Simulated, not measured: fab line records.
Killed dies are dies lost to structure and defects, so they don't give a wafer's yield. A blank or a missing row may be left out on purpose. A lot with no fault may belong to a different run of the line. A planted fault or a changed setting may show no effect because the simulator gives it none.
Lot-split experiment :: flow n5_finfet :: on a route of 1938 steps: 7 lots, 21 wafers read

ON THE SPLIT
At N5_BEOL_M0_CUTY_ETCH_63 (etches SOC in N2/H2, target depth 82.7 nm, overetch 16.5 nm, time 124 s), the setting source_w was moved away from the recipe's 840 W on 6 of the 21 wafers read, by -12.7% to +12.1%. The other wafers ran this setting at the recipe's value.

The reading comes from the split's own step.

THE READING
rf_vpp_V, in V, at N5_BEOL_M0_CUTY_ETCH_63 (etches SOC in N2/H2, target depth 82.7 nm, overetch 16.5 nm, time 124 s). Typical for fault-free wafers on this fab line: 523.7 V, with standard deviation 2.6 V.

wafer: L075.1
tool, chamber at the split: rie_diel-03, 2
source_w as run, W: 840
against the recipe: recipe
rf_vpp_V, V: 525.3
against lot-mates on the recipe: -

wafer: L075.3
tool, chamber at the split: rie_diel-03, 0
source_w as run, W: 840
against the recipe: recipe
rf_vpp_V, V: 521.5
against lot-mates on the recipe: -

wafer: L075.4
tool, chamber at the split: rie_diel-03, 1
source_w as run, W: 885
against the recipe: +5.4%
rf_vpp_V, V: 517.3
against lot-mates on the recipe: -6.1

wafer: L074.3
tool, chamber at the split: rie_diel-05, 0
source_w as run, W: 840
against the recipe: recipe
rf_vpp_V, V: 525.0
against lot-mates on the recipe: -

wafer: L074.4
tool, chamber at the split: rie_diel-05, 2
source_w as run, W: 941.8
against the recipe: +12.1%
rf_vpp_V, V: 507.7
against lot-mates on the recipe: -17.3

wafer: L074.6
tool, chamber at the split: rie_diel-05, 0
source_w as run, W: 941.8
against the recipe: +12.1%
rf_vpp_V, V: 502.9
against lot-mates on the recipe: -22.1

wafer: L077.1
tool, chamber at the split: rie_diel-05, 2
source_w as run, W: 840
against the recipe: recipe
rf_vpp_V, V: 526.5
against lot-mates on the recipe: -

wafer: L077.3
tool, chamber at the split: rie_diel-05, 1
source_w as run, W: 840
against the recipe: recipe
rf_vpp_V, V: 523.4
against lot-mates on the recipe: -

wafer: L077.6
tool, chamber at the split: rie_diel-05, 0
source_w as run, W: 840
against the recipe: recipe
rf_vpp_V, V: 525.2
against lot-mates on the recipe: -

wafer: L085.2
tool, chamber at the split: rie_diel-03, 3
source_w as run, W: 840
against the recipe: recipe
rf_vpp_V, V: 525.8
against lot-mates on the recipe: -

wafer: L085.3
tool, chamber at the split: rie_diel-03, 1
source_w as run, W: 840
against the recipe: recipe
rf_vpp_V, V: 525.4
against lot-mates on the recipe: -

wafer: L085.4
tool, chamber at the split: rie_diel-03, 2
source_w as run, W: 840
against the recipe: recipe
rf_vpp_V, V: 524.8
against lot-mates on the recipe: -

wafer: L086.2
tool, chamber at the split: rie_diel-03, 2
source_w as run, W: 840
against the recipe: recipe
rf_vpp_V, V: 525.3
against lot-mates on the recipe: -

wafer: L086.3
tool, chamber at the split: rie_diel-03, 0
source_w as run, W: 733
against the recipe: -12.7%
rf_vpp_V, V: 545.9
against lot-mates on the recipe: +22.4

wafer: L086.5
tool, chamber at the split: rie_diel-03, 0
source_w as run, W: 840
against the recipe: recipe
rf_vpp_V, V: 521.7
against lot-mates on the recipe: -

wafer: L089.1
tool, chamber at the split: rie_diel-01, 1
source_w as run, W: 840
against the recipe: recipe
rf_vpp_V, V: 522.3
against lot-mates on the recipe: -

wafer: L089.4
tool, chamber at the split: rie_diel-01, 2
source_w as run, W: 840
against the recipe: recipe
rf_vpp_V, V: 525.3
against lot-mates on the recipe: -

wafer: L089.6
tool, chamber at the split: rie_diel-01, 2
source_w as run, W: 840
against the recipe: recipe
rf_vpp_V, V: 526.9
against lot-mates on the recipe: -

wafer: L093.1
tool, chamber at the split: rie_diel-03, 3
source_w as run, W: 933.1
against the recipe: +11.1%
rf_vpp_V, V: 508.1
against lot-mates on the recipe: -12.0

wafer: L093.5
tool, chamber at the split: rie_diel-03, 0
source_w as run, W: 840
against the recipe: recipe
rf_vpp_V, V: 520.1
against lot-mates on the recipe: -

wafer: L093.6
tool, chamber at the split: rie_diel-03, 3
source_w as run, W: 933.1
against the recipe: +11.1%
rf_vpp_V, V: 508.2
against lot-mates on the recipe: -11.9

THE FIT
A straight line over all 21 wafers: rf_vpp_V changes by -1.56 V for each +1% of source_w; r = -0.98; the points scatter about the line by 2 V.
The same after taking each lot's own level away (the mean of its wafers on the recipe; 21 wafers): -1.48 V for each +1%; r = -0.97; scatter 2.3 V.
That fit puts the effect of the largest move of source_w on the reading at 19 V.
The span of the lots' own levels, 520.10 to 525.33 V, comes to 2.0 times the standard deviation stated above.
So the lot-to-lot level changes the slope little: the two slopes agree.
Check: with one of the wafers moved furthest among these (-12.7%) left out of the fit, the line predicts +17.5 V for it against its lot-mates. It came out at +22.4 V against them.
Tool readings at the split's step, against how far the setting was moved: rf_vpp_V r = -0.98.

FURTHER SPLITS ON THESE WAFERS
Before the reading, these wafers also passed through other splits. Each is held against what the fit with the lots' levels taken away leaves over:
other split on the same wafers: N5_SD_EPI_P_COAT_34 spin_rpm
wafers away from the commonest value: 5
r with rf_vpp_V (lot level and that fit taken away): -0.05

other split on the same wafers: N5_SD_EPI_P_DESCUM_14 time_s
wafers away from the commonest value: 8
r with rf_vpp_V (lot level and that fit taken away): -0.11

other split on the same wafers: N5_HKMG_FIN_COAT_30 spin_rpm
wafers away from the commonest value: 7
r with rf_vpp_V (lot level and that fit taken away): +0.01

other split on the same wafers: N5_HKMG_FIN_ETCH_32 source_w
wafers away from the commonest value: 11
r with rf_vpp_V (lot level and that fit taken away): +0.04

other split on the same wafers: N5_MOL_CONTACT_COAG_DESCUM_45 time_s
wafers away from the commonest value: 7
r with rf_vpp_V (lot level and that fit taken away): -0.13

other split on the same wafers: N5_BEOL_M0_SAQP_PECVD_04 time_s
wafers away from the commonest value: 6
r with rf_vpp_V (lot level and that fit taken away): +0.25

other split on the same wafers: N5_BEOL_M0_SAQP_EXPOSE_11 dose_mj
wafers away from the commonest value: 6
r with rf_vpp_V (lot level and that fit taken away): -0.20

THE WHOLE CHAIN: every reading that the file lists as answering this split, in the file's order
step: N5_BEOL_M0_CUTY_ETCH_63
what it does: etches SOC in N2/H2, target depth 82.7 nm, overetch 16.5 nm, time 124 s
reading: rf_vpp_V
change (the file's fit): -1.49 V for each +1% of the setting
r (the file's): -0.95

step: N5_BEOL_M0_CUTY_ETCH_63
what it does: etches SOC in N2/H2, target depth 82.7 nm, overetch 16.5 nm, time 124 s
reading: SiO2_of_BEOL_M0_SAQP_SPACER2_ALD_26.thk_nm (the simulator's own value, which no gauge read)
change (the file's fit): -0.0405 nm for each +1% of the setting
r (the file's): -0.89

FILE'S OWN FIT
rf_vpp_V changes by -1.49 V for each +1% of source_w, r = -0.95.
